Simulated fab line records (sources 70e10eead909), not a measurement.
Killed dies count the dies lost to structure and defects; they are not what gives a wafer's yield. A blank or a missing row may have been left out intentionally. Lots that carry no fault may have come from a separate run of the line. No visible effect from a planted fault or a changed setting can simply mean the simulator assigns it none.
Chamber matching + flow nand harc + NHARC_A_CHANNEL_FILL_D1_ALD_16 on ald hk-04 has 4 sister chambers
The step deposits SiO2, target thk 1.5 nm, pulse time 10 s, ald cycles 15. 4 wafers are shown with their chamber, then 10 later ones without.

== WAFERS PAIRED WITH THEIR CHAMBERS ==
| wafer  | chamber | heater power w (W) |
|--------|---------|--------------------|
| L081.3 | 0       | 475                |
| L085.3 | 2       | 482                |
| L089.1 | 3       | 445                |
| L089.3 | 1       | 498                |

== WAFERS WITH NO CHAMBER GIVEN ==
| wafer  | heater power w (W) |
|--------|--------------------|
| L089.6 | 486                |
| L090.1 | 436                |
| L090.3 | 490                |
| L090.5 | 501                |
| L092.1 | 502                |
| L092.2 | 504                |
| L092.3 | 443                |
| L097.2 | 437                |
| L097.3 | 485                |
| L097.6 | 491                |

== WHICH CHAMBER EACH WENT THROUGH ==
| wafer  | from the rows above          | in truth                   |
|--------|------------------------------|----------------------------|
| L089.6 | can't be placed: 2 or 0 or 1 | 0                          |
| L090.1 | 3                            | 3                          |
| L090.3 | can't be placed: 1 or 2 or 0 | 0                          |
| L090.5 | 1                            | 1                          |
| L092.1 | 1                            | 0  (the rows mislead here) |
| L092.2 | 1                            | 1                          |
| L092.3 | 3                            | 3                          |
| L097.2 | 3                            | 3                          |
| L097.3 | can't be placed: 2 or 0 or 1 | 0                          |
| L097.6 | can't be placed: 1 or 2 or 0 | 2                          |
Placed correctly: 5 of 10. Can't be placed from these rows: 4 (the true chamber is among the candidates in 4). Placed wrongly: 1.
How it was worked out, from the rows above alone: a wafer's distance from a chamber is the root of the sum, over the readings, of the square of ((its reading less the chamber's mean) divided by the reading's scatter). If the next closest chamber is less than 2 further off than the closest, the wafer can't be placed; otherwise it belongs to the closest. The mean given for a chamber averages the wafers shown for that chamber. The scatter: root of mean squared gap, hidden wafer to nearest shown wafer, with one shown wafer a chamber.
